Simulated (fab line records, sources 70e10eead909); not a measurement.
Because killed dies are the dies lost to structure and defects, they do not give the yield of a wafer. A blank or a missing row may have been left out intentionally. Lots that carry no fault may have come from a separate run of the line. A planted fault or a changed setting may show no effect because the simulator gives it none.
Chamber matching ; flow nandHarc ; pecvd-04 running NHARC_A_SLIT_DEP_23: 3 sister chambers
The step deposits SiON, target thk 100 nm. 20 wafers are shown with their chamber, then 10 later ones without.

WAFERS PAIRED WITH THEIR CHAMBERS
wafer;chamber;showerheadVppV (V);heaterPowerW (W)
L076.4;1;1138;802
L076.5;2;1163;693
L076.6;0;1317;800
L074.2;2;1157;717
L074.4;0;1291;672
L074.6;2;1156;699
L077.1;2;1137;719
L077.3;1;1128;721
L077.5;0;1325;693
L080.4;0;1315;765
L080.5;2;1185;705
L080.6;1;1158;806
L081.1;1;1133;787
L081.3;2;1148;645
L081.6;0;1296;719
L090.1;1;1158;744
L090.5;0;1314;812
L090.6;1;1162;734
L089.1;1;1151;610
L089.4;0;1322;698

SIGNATURES, as means of the wafers listed above
reading;chamber 0;chamber 1;chamber 2;scatter within a chamber
showerheadVppV;1311.43;1146.86;1157.67;14.2
heaterPowerW;737.00;743.43;696.33;54.1
Rule: for each reading, subtract the chamber's mean from the wafer's reading, divide by that reading's scatter and square the result; add these up over the readings and take the root, which gives the wafer's distance from the chamber. If the next closest chamber is less than 2 further off than the closest, the wafer can't be placed; otherwise it belongs to the closest. How the scatter is found: for the shown wafers, subtract from each reading the mean of its chamber, square and add these, divide the total by (wafers less chambers), then take the root.

WAFERS WITH NO CHAMBER GIVEN
wafer;showerheadVppV (V);heaterPowerW (W)
L089.5;1176;690
L092.1;1144;731
L092.3;1152;731
L092.5;1134;715
L093.2;1283;854
L093.3;1157;685
L093.6;1174;599
L097.1;1316;799
L097.2;1143;748
L097.3;1137;667

EACH ONE'S CHAMBER
wafer;from the rows above;in truth
L089.5;can't be placed: 2 or 1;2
L092.1;can't be placed: 1 or 2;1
L092.3;can't be placed: 1 or 2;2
L092.5;can't be placed: 1 or 2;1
L093.2;0;0
L093.3;can't be placed: 2 or 1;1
L093.6;can't be placed: 2 or 1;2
L097.1;0;0
L097.2;can't be placed: 1 or 2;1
L097.3;can't be placed: 2 or 1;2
Placed correctly: 2 of 10. These rows do not allow placing 8 (true chamber among the candidates in 8). Wrongly placed: 0.
